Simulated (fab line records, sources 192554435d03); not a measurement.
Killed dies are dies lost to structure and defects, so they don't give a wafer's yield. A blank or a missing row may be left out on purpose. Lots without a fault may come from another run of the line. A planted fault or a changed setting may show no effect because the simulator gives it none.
A struck lot beside a sound one | flow n5_finfet | 36 steps out of a route of 1938
Sound: wafers L662.1, L662.2, L662.5. Struck: wafer L650.4. (L650.5, L650.6 of the same lot were not struck and are left out.) The cause comes at the end.
At each step with rows: each side's tool, then ch and its chambers, then its first start. Under that, the readings that differ: sound wafers | struck wafers | difference of the means | sigmas: that difference in standard deviations of wafers without a fault.
alike: readings whose means differ by less than 2 such deviations, and words and numbers that are the same on both sides. not compared: withheld readings, readings that some wafer has no value for, bounds like >300 that may hide the same value, and numbers for which the record gives no deviation and whose values overlap.
The two part at a step that has a row with sigmas, a row that says differs or no value, or rows on one side only. Numbers that don't overlap but have no deviation are shown without sigmas and don't part them. A reading that every wafer of one side lacks parts them only if that side has two wafers or more.

first, 9 steps without rows for these wafers: N5_BEOL_M6_ALD_77 (deposits TaN, target thk 2 nm, pulse time 2 s, purge time 3 s); N5_BEOL_M6_SURFACE_TREAT_79; N5_BEOL_M6_CVD_78 (deposits Co from CCTBA/H2, target thk 2 nm, time 142.3 s); N5_BEOL_M6_SPUTTER_48 (material Cu, target thk 10 nm, time 1.667 s); N5_BEOL_M6_ECD_50 (material Cu, target thk 300 nm); N5_BEOL_M6_ANNEAL_51 (time 90 s); N5_BEOL_M6_CMP_52 (polishes, stops on SiCOH lowk, t overpolish 6.9 s, target thk 80 nm); N5_BEOL_M6_PRE_CLEAN_55 (time 15 s); N5_BEOL_M6_DEP_56 (deposits SiCN from 3MS/NH3, target thk 10 nm, time 17.5 s).
N5_BEOL_M7_ILD_DEP_00: deposits SiCOH lowk from DEMS/porogen, target thk 179.75 nm, time 33.4 s.
  sound on pecvd-01 ch 0,1,2, day 13 21:28; struck on pecvd-03 ch 0, day 10 22:02
  reading                                            | sound             | struck | difference | sigmas
  model.SiCOH_lowk_of_BEOL_M7_ILD_DEP_00.thk_nm (nm) | 176.4 176.2 179.8 | 132.8  | -44.7      |
  alike: heater_power_w, showerhead_plenum_p_Torr, throttle_valve_pct
then, 1 step without rows for these wafers: N5_BEOL_M7_CURE_74 (cures SiCOH lowk, time 240 s).
N5_BEOL_M7_THK_MEAS_01:
  sound on film_metro-02, day 13 22:02; struck on film_metro-02, day 10 22:35
  reading         | sound             | struck | difference | sigmas
  M7_ILD_THK (nm) | 152.0 151.8 155.1 | 114.2  | -38.8      | -22
then, 23 steps without rows for these wafers: N5_BEOL_M7_PECVD_70 (deposits SiO2 from TEOS/O2, target thk 20 nm, time 22.7 s); N5_BEOL_M7_HM_DEP_02 (deposits TiN, target thk 20 nm); N5_BEOL_M7_COAT_59 (time 60 s, resist thk 100 nm); N5_BEOL_M7_COAT_60 (time 60 s, resist thk 35 nm); N5_BEOL_M7_COAT_05 (resist thk 90 nm); N5_BEOL_M7_EBR_07; N5_BEOL_M7_SOFTBAKE_06 (time 60 s); N5_BEOL_M7_EXPOSE_08 (exposes mask M7); N5_BEOL_M7_PEB_09 (peb time 60 s); N5_BEOL_M7_DEVELOP_10 (develop time 30 s); N5_BEOL_M7_DESCUM_16 (chemistry O2, time 7.9 s); N5_BEOL_M7_ETCH_61 (etches SiARC in CF4, target depth 45.5 nm, time 75.8 s); N5_BEOL_M7_ETCH_62 (etches SOC in N2/H2, target depth 110 nm, overetch 22 nm, time 165 s); N5_BEOL_M7_STRIP_68 (strips in N2/H2); N5_BEOL_M7_STRIP_67 (strips in CF4); N5_BEOL_M7_HM_OPEN_17 (chemistry Cl2/BCl3, target TiN, target depth 20 nm, overetch 6 nm); N5_BEOL_M7_STRIP_19 (strips in O2); N5_BEOL_M7_COAT_63 (time 60 s, resist thk 60 nm); N5_BEOL_M7_COAT_64 (time 60 s, resist thk 12 nm); N5_BEOL_M7_COAT_71 (time 60 s, resist thk 5 nm); N5_BEOL_M7_COAT_22 (resist thk 30 nm); N5_BEOL_M7_EBR_24; N5_BEOL_M7_SOFTBAKE_23 (time 60 s).
N5_BEOL_M7_CMP_52: polishes, stops on SiCOH lowk, t overpolish 6.9 s, target thk 80 nm.
  sound on cmp-02 ch 1,2,3, day 14 06:02; struck on cmp-02 ch 3, day 11 04:13
  reading                                            | sound         | struck | difference | sigmas
  model.SiCOH_lowk_of_BEOL_M7_ILD_DEP_00.thk_nm (nm) | 149 148.8 152 | 111.2  | -38.7      |
  alike: motor_current_A, slurry_filter_dp_kPa

WHERE THEY PART
Only at N5_BEOL_M7_THK_MEAS_01, within this record. Later steps at which nothing parts them and some readings are alike: N5_BEOL_M7_CMP_52.

WHY: what the simulator had put in
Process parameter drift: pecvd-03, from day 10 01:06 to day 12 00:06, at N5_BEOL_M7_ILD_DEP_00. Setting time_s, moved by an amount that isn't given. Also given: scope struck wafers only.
